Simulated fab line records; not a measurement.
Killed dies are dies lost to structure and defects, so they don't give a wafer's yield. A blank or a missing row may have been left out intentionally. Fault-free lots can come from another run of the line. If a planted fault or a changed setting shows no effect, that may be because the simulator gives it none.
Matching of chambers + flow n5Finfet + N5_BEOL_M7_CURE_75 on uvCure-01: 3 sister chambers
The step cures SiCOH lowk, time 120 s. 18 wafers are shown with their chamber, then 9 later ones without.

## WAFERS, EACH WITH ITS CHAMBER
| wafer  | chamber | wafer_temp_C_max | lampPowerPct (%) |
|--------|---------|------------------|------------------|
| L077.1 | 0       | 372.5            | 52.30            |
| L077.3 | 0       | 371.8            | 52.36            |
| L077.6 | 0       | 372.4            | 52.31            |
| L083.4 | 2       | 371.4            | 52.37            |
| L083.5 | 2       | 371.3            | 52.43            |
| L083.6 | 2       | 371.6            | 52.32            |
| L084.2 | 2       | 370.9            | 52.28            |
| L084.4 | 2       | 371.0            | 52.29            |
| L084.5 | 2       | 371.4            | 52.32            |
| L088.1 | 1       | 372.0            | 52.38            |
| L088.4 | 1       | 370.8            | 52.28            |
| L088.6 | 1       | 371.0            | 52.31            |
| L090.3 | 2       | 372.1            | 52.24            |
| L090.4 | 2       | 371.6            | 52.41            |
| L090.5 | 2       | 372.1            | 52.24            |
| L091.2 | 2       | 371.7            | 52.29            |
| L091.4 | 2       | 371.8            | 52.30            |
| L091.6 | 2       | 371.7            | 52.33            |

SIGNATURES, as means of the wafers listed above
| reading          | chamber 0 | chamber 1 | chamber 2 | scatter within a chamber |
|------------------|-----------|-----------|-----------|--------------------------|
| wafer_temp_C_max | 372.233   | 371.267   | 371.550   | 0.421                    |
| lampPowerPct     | 52.3233   | 52.3233   | 52.3183   | 0.0558                   |
Rule: a wafer lies at a distance from a chamber equal to the root of the sum of squares, over the readings, of (its reading less the chamber's mean, divided by the reading's scatter). If the next closest chamber is less than 2 further off than the closest, the wafer can't be placed; otherwise it belongs to the closest. The scatter is the square root of a quotient: the sum, over the shown wafers, of each reading's squared deviation from its chamber's mean, divided by wafers minus chambers.

## WAFERS WHOSE CHAMBER IS MISSING
| wafer  | wafer_temp_C_max | lampPowerPct (%) |
|--------|------------------|------------------|
| L092.2 | 372.3            | 52.35            |
| L092.3 | 371.9            | 52.19            |
| L092.5 | 372.6            | 52.28            |
| L093.1 | 371.0            | 52.25            |
| L093.4 | 370.9            | 52.27            |
| L093.6 | 370.8            | 52.21            |
| L096.3 | 371.6            | 52.41            |
| L096.4 | 371.0            | 52.35            |
| L096.5 | 371.3            | 52.22            |

## WHICH CHAMBER EACH ONE RAN IN
| wafer  | from the rows above          | in truth |
|--------|------------------------------|----------|
| L092.2 | can't be placed: 0 or 2 or 1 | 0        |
| L092.3 | can't be placed: 2 or 0 or 1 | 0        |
| L092.5 | can't be placed: 0 or 2      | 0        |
| L093.1 | can't be placed: 1 or 2 or 0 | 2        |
| L093.4 | can't be placed: 1 or 2      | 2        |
| L093.6 | can't be placed: 1 or 2 or 0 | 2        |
| L096.3 | can't be placed: 2 or 1 or 0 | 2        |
| L096.4 | can't be placed: 1 or 2      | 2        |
| L096.5 | can't be placed: 1 or 2 or 0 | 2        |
0 of 9 placed correctly. Unplaceable from these rows: 9, with the true chamber sitting among the candidates in 9. Placed wrongly: 0.
